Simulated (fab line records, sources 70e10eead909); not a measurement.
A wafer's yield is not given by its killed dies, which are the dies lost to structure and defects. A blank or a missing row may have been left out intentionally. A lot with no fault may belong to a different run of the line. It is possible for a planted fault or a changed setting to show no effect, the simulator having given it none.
Which tool was responsible? / flow nand-harc / 13 lots with 39 wafers sampled at 5 steps, on a route of 1302 steps

## WHAT EACH GAUGE READ, for each wafer
NHARC_THIN_TSV_CD_MEAS_33 targets a cd of 5000 nm.
lot=L881; measured=day 23 15:48; on=cd-sem-02; cd-nm (nm)=4998.3 4998.0 4998.4
lot=L882; measured=day 24 18:55; on=cd-sem-02; cd-nm (nm)=4999.8 5004.5 4999.6
lot=L883; measured=day 25 01:16; on=cd-sem-03; cd-nm (nm)=5003.6 5000.1 4998.2
lot=L885; measured=day 25 14:34; on=cd-sem-03; cd-nm (nm)=5003.9 5004.1 5003.4
lot=L886; measured=day 26 08:56; on=cd-sem-03; cd-nm (nm)=5001.1 4999.8 5000.9
lot=L888; measured=day 26 15:54; on=cd-sem-02; cd-nm (nm)=5002.2 5001.2 5002.3
lot=L891; measured=day 27 21:32; on=cd-sem-03; cd-nm (nm)=5000.6 5003.0 4997.7
lot=L894; measured=day 29 11:29; on=cd-sem-03; cd-nm (nm)=5001.2 4999.0 5003.0
lot=L900; measured=day 32 19:07; on=cd-sem-03; cd-nm (nm)=4996.7 4998.1 4999.9
lot=L901; measured=day 32 18:00; on=cd-sem-01; cd-nm (nm)=4999.3 5000.3 4999.6
lot=L902; measured=day 32 22:43; on=cd-sem-02; cd-nm (nm)=4997.6 4999.7 5001.0
lot=L903; measured=day 33 21:42; on=cd-sem-03; cd-nm (nm)=5001.7 5001.0 5001.7
lot=L904; measured=day 33 22:57; on=cd-sem-02; cd-nm (nm)=5000.2 5004.6 5000.0

NHARC_END_SORT_01.
lot=L886; measured=day 26 17:59; on=prober-01; killed-at-array=38 54 39; killed-at-other=1 1 0; killed-at-periphery=1 1 1; killed-dies=40 56 40; killed-open=0 2 3; killed-short=3 2 1
lot=L894; measured=day 30 00:46; on=prober-02; killed-at-array=56 118 63; killed-at-other=0 0 0; killed-at-periphery=1 0 1; killed-dies=57 118 64; killed-open=1 1 4; killed-short=3 3 1
lot=L900; measured=day 33 05:29; on=prober-01; killed-at-array=57 57 63; killed-at-other=2 2 1; killed-at-periphery=4 8 2; killed-dies=63 67 66; killed-open=2 3 3; killed-short=2 2 0

## WHICH TOOL RAN EACH LOT (tool, then ch and the chambers of the sampled wafers, then the start)
lot=L881; NHARC_A_BLC_PRE_CLEAN_31=pvd-sputter-02, day 22 05:55; NHARC_THIN_TSV_ETCHBACK_48=rie-diel-03 ch 0,2,3, day 23 12:16; NHARC_THIN_TSV_CMP_21=cmp-01 ch 1,2,3, day 23 14:19
lot=L882; NHARC_A_BLC_PRE_CLEAN_31=pvd-sputter-01, day 23 10:09; NHARC_THIN_TSV_ETCHBACK_48=rie-diel-01 ch 2,3, day 24 15:17; NHARC_THIN_TSV_CMP_21=cmp-01 ch 0,3, day 24 17:19
lot=L883; NHARC_A_BLC_PRE_CLEAN_31=pvd-sputter-02, day 23 17:15; NHARC_THIN_TSV_ETCHBACK_48=rie-diel-01 ch 1,2,3, day 24 21:37; NHARC_THIN_TSV_CMP_21=cmp-01 ch 1,2,3, day 24 23:38
lot=L885; NHARC_A_BLC_PRE_CLEAN_31=pvd-sputter-03, day 24 06:08; NHARC_THIN_TSV_ETCHBACK_48=rie-diel-01 ch 1,2,3, day 25 10:58; NHARC_THIN_TSV_CMP_21=cmp-04 ch 0,1,3, day 25 13:01
lot=L886; NHARC_A_BLC_PRE_CLEAN_31=pvd-sputter-03, day 25 01:07; NHARC_THIN_TSV_ETCHBACK_48=rie-diel-01 ch 0,1,3, day 26 05:24; NHARC_THIN_TSV_CMP_21=cmp-03 ch 0,1,2, day 26 07:31
lot=L888; NHARC_A_BLC_PRE_CLEAN_31=pvd-sputter-03, day 25 07:11; NHARC_THIN_TSV_ETCHBACK_48=rie-diel-08 ch 0,2,3, day 26 12:19; NHARC_THIN_TSV_CMP_21=cmp-01 ch 0,1,2, day 26 14:20
lot=L891; NHARC_A_BLC_PRE_CLEAN_31=pvd-sputter-02, day 26 13:23; NHARC_THIN_TSV_ETCHBACK_48=rie-diel-08 ch 2,3, day 27 17:51; NHARC_THIN_TSV_CMP_21=cmp-01 ch 1,2, day 27 19:55
lot=L894; NHARC_A_BLC_PRE_CLEAN_31=pvd-sputter-03, day 28 03:17; NHARC_THIN_TSV_ETCHBACK_48=rie-diel-03 ch 1,2, day 29 07:50; NHARC_THIN_TSV_CMP_21=cmp-04 ch 0,1,2, day 29 09:55
lot=L900; NHARC_A_BLC_PRE_CLEAN_31=pvd-sputter-01, day 31 06:33; NHARC_THIN_TSV_ETCHBACK_48=rie-diel-08 ch 1,2, day 32 15:33; NHARC_THIN_TSV_CMP_21=cmp-03 ch 0,3, day 32 17:37
lot=L901; NHARC_A_BLC_PRE_CLEAN_31=pvd-sputter-02, day 31 07:04; NHARC_THIN_TSV_ETCHBACK_48=rie-diel-03 ch 0,3, day 32 14:22; NHARC_THIN_TSV_CMP_21=cmp-01 ch 1,2, day 32 16:26
lot=L902; NHARC_A_BLC_PRE_CLEAN_31=pvd-sputter-01, day 31 14:59; NHARC_THIN_TSV_ETCHBACK_48=rie-diel-08 ch 0,2, day 32 19:02; NHARC_THIN_TSV_CMP_21=cmp-03 ch 2,3, day 32 21:03
lot=L903; NHARC_A_BLC_PRE_CLEAN_31=pvd-sputter-02, day 32 11:10; NHARC_THIN_TSV_ETCHBACK_48=rie-diel-03 ch 1,2, day 33 18:10; NHARC_THIN_TSV_CMP_21=cmp-03 ch 2,3, day 33 20:14
lot=L904; NHARC_A_BLC_PRE_CLEAN_31=pvd-sputter-02, day 32 13:39; NHARC_THIN_TSV_ETCHBACK_48=rie-diel-08 ch 0,1,2, day 33 19:25; NHARC_THIN_TSV_CMP_21=cmp-04 ch 0,3, day 33 21:28
- NHARC_A_BLC_PRE_CLEAN_31: time 15 s.
- NHARC_THIN_TSV_ETCHBACK_48: etches the open film in C4F8/Ar, target depth 1028.5 nm, time 405.17 s.
- NHARC_THIN_TSV_CMP_21: polishes, t overpolish 30 s, target thk 2000 nm.

## WHAT THE TOOLS THEMSELVES READ (means of the sampled wafers that have a number; where no wafer has one, the mark that the record gives instead)
NHARC_THIN_TSV_ETCHBACK_48.
lot=L881; tool=rie-diel-03; bias-w (W)=300.4; oes-product-au (a.u.)=0.92; rf-vpp-V (V)=549
lot=L882; tool=rie-diel-01; bias-w (W)=299.3; oes-product-au (a.u.)=1.00; rf-vpp-V (V)=546
lot=L883; tool=rie-diel-01; bias-w (W)=300.5; oes-product-au (a.u.)=1.00; rf-vpp-V (V)=547
lot=L885; tool=rie-diel-01; bias-w (W)=299.5; oes-product-au (a.u.)=1.00; rf-vpp-V (V)=548
lot=L886; tool=rie-diel-01; bias-w (W)=299.9; oes-product-au (a.u.)=0.93; rf-vpp-V (V)=549
lot=L888; tool=rie-diel-08; bias-w (W)=300.3; oes-product-au (a.u.)=0.97; rf-vpp-V (V)=547
lot=L891; tool=rie-diel-08; bias-w (W)=300.0; oes-product-au (a.u.)=0.96; rf-vpp-V (V)=549
lot=L894; tool=rie-diel-03; bias-w (W)=299.7; oes-product-au (a.u.)=0.97; rf-vpp-V (V)=548
lot=L900; tool=rie-diel-08; bias-w (W)=300.8; oes-product-au (a.u.)=0.94; rf-vpp-V (V)=546
lot=L901; tool=rie-diel-03; bias-w (W)=299.5; oes-product-au (a.u.)=0.93; rf-vpp-V (V)=546
lot=L902; tool=rie-diel-08; bias-w (W)=298.6; oes-product-au (a.u.)=0.93; rf-vpp-V (V)=546
lot=L903; tool=rie-diel-03; bias-w (W)=299.6; oes-product-au (a.u.)=0.93; rf-vpp-V (V)=545
lot=L904; tool=rie-diel-08; bias-w (W)=299.9; oes-product-au (a.u.)=0.94; rf-vpp-V (V)=544

NHARC_THIN_TSV_CMP_21.
lot=L881; tool=cmp-01; motor-current-A (A)=10.8; overpolish-run-s (s)=30.006
lot=L882; tool=cmp-01; motor-current-A (A)=11.0; overpolish-run-s (s)=29.998
lot=L883; tool=cmp-01; motor-current-A (A)=10.5; overpolish-run-s (s)=29.994
lot=L885; tool=cmp-04; motor-current-A (A)=11.6; overpolish-run-s (s)=30.001
lot=L886; tool=cmp-03; motor-current-A (A)=12.3; overpolish-run-s (s)=29.997
lot=L888; tool=cmp-01; motor-current-A (A)=10.9; overpolish-run-s (s)=30.006
lot=L891; tool=cmp-01; motor-current-A (A)=10.1; overpolish-run-s (s)=29.997
lot=L894; tool=cmp-04; motor-current-A (A)=12.0; overpolish-run-s (s)=30.011
lot=L900; tool=cmp-03; motor-current-A (A)=12.3; overpolish-run-s (s)=30.005
lot=L901; tool=cmp-01; motor-current-A (A)=10.7; overpolish-run-s (s)=29.993
lot=L902; tool=cmp-03; motor-current-A (A)=11.8; overpolish-run-s (s)=29.998
lot=L903; tool=cmp-03; motor-current-A (A)=11.9; overpolish-run-s (s)=29.995
lot=L904; tool=cmp-04; motor-current-A (A)=12.2; overpolish-run-s (s)=30.001

## THE ANSWER, worked out from the rows above alone
Rule: the lots themselves supply what counts as usual. The widest of any qualifying gaps counts: lots, ordered by their means at a reading, are off when they make up no more than a third of the lots, leave a main group of 4 or more, and stand apart from it by 3 or more times the standard deviation of that group's means. A main group whose means are all the same, to the digits that the tables above print for the reading, isn't used. Also off: a lot with no number at a reading for which 4 or more lots have one. Where the step has rows for the other lots, those lots are counted as sound. After the gauges, taken in route order, come the tools' own readings; for these a lot's mean is taken, as printed above. The first step at which some lot is off is used, and at that step the reading that is off furthest; a lot without a number counts as furthest.
None of the lots is off at any reading shown; this tells nothing.

## WHAT WAS PUT IN BY THE SIMULATOR
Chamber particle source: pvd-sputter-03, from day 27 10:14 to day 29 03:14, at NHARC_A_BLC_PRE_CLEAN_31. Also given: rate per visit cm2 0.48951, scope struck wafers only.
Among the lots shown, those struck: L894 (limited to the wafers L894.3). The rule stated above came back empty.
